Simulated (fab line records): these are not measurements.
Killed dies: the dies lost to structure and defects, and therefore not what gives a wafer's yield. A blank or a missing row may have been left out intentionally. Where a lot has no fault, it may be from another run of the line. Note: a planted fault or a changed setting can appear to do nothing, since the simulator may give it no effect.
Chamber matching | flow n5Finfet | N5_BEOL_M5_ETCH_72 on rieDiel-04 has 4 sister chambers
The step etches underlayer in N2/H2, target depth 6.5 nm, time 5.2 s. 22 wafers are shown with their chamber, then 11 later ones without.

WAFERS, EACH WITH ITS CHAMBER
wafer  | chamber | throttleValvePct (%) | drypumpMotorCurrentA (A) | showerheadPlenumPTorr (Torr)
L076.4 | 3       | 18.3                 | 6.4                      | 2.56
L076.5 | 3       | 18.3                 | 6.4                      | 2.56
L076.6 | 0       | 17.9                 | 5.3                      | 2.59
L079.1 | 1       | 17.8                 | 5.7                      | 2.53
L079.3 | 2       | 18.0                 | 4.7                      | 2.43
L079.4 | 0       | 17.9                 | 5.3                      | 2.59
L078.4 | 1       | 17.8                 | 5.7                      | 2.53
L078.5 | 2       | 18.1                 | 4.8                      | 2.43
L078.6 | 1       | 17.8                 | 5.6                      | 2.53
L081.2 | 3       | 18.3                 | 6.4                      | 2.56
L081.3 | 0       | 17.9                 | 5.3                      | 2.59
L081.5 | 1       | 17.8                 | 5.6                      | 2.53
L084.1 | 2       | 18.1                 | 4.7                      | 2.42
L084.4 | 1       | 17.8                 | 5.7                      | 2.52
L084.6 | 3       | 18.3                 | 6.4                      | 2.55
L086.1 | 2       | 18.1                 | 4.7                      | 2.42
L086.2 | 3       | 18.3                 | 6.4                      | 2.55
L086.3 | 0       | 17.9                 | 5.2                      | 2.58
L085.1 | 2       | 18.1                 | 4.7                      | 2.42
L085.4 | 0       | 17.9                 | 5.3                      | 2.58
L085.6 | 1       | 17.8                 | 5.7                      | 2.52
L088.1 | 2       | 18.1                 | 4.8                      | 2.42

SIGNATURES (means of the wafers above)
reading               | chamber 0 | chamber 1 | chamber 2 | chamber 3 | scatter within a chamber
throttleValvePct      | 17.900    | 17.800    | 18.083    | 18.300    | 0.0215
drypumpMotorCurrentA  | 5.280     | 5.667     | 4.733     | 6.400     | 0.0439
showerheadPlenumPTorr | 2.5860    | 2.5267    | 2.4233    | 2.5560    | 0.00531
Rule: a wafer lies at a distance from a chamber equal to the root of the sum of squares, over the readings, of (its reading less the chamber's mean, divided by the reading's scatter). If the next closest chamber is less than 2 further off than the closest, the wafer can't be placed; otherwise it belongs to the closest. The scatter: the root of (the sum of the squares of (reading less its chamber's mean) over the shown wafers, divided by (wafers less chambers)).

WAFERS WITHOUT THEIR CHAMBER
wafer  | throttleValvePct (%) | drypumpMotorCurrentA (A) | showerheadPlenumPTorr (Torr)
L088.3 | 17.8                 | 5.7                      | 2.52
L088.5 | 18.3                 | 6.4                      | 2.55
L090.1 | 17.9                 | 5.3                      | 2.58
L090.2 | 18.1                 | 4.7                      | 2.42
L090.6 | 17.9                 | 5.7                      | 2.52
L091.2 | 17.8                 | 5.7                      | 2.51
L091.3 | 17.9                 | 5.3                      | 2.58
L091.4 | 17.9                 | 5.3                      | 2.58
L097.1 | 17.9                 | 5.6                      | 2.51
L097.4 | 17.6                 | 4.8                      | 2.74
L097.5 | 18.3                 | 6.4                      | 2.54

EACH ONE'S CHAMBER
wafer  | from the rows above | in truth
L088.3 | 1                   | 1
L088.5 | 3                   | 3
L090.1 | 0                   | 0
L090.2 | 2                   | 2
L090.6 | 1                   | 1
L091.2 | 1                   | 1
L091.3 | 0                   | 0
L091.4 | 0                   | 0
L097.1 | 1                   | 1
L097.4 | 0                   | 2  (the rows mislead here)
L097.5 | 3                   | 3
10 of 11 placed correctly. Can't be placed from these rows: 0. Placed wrongly: 1.
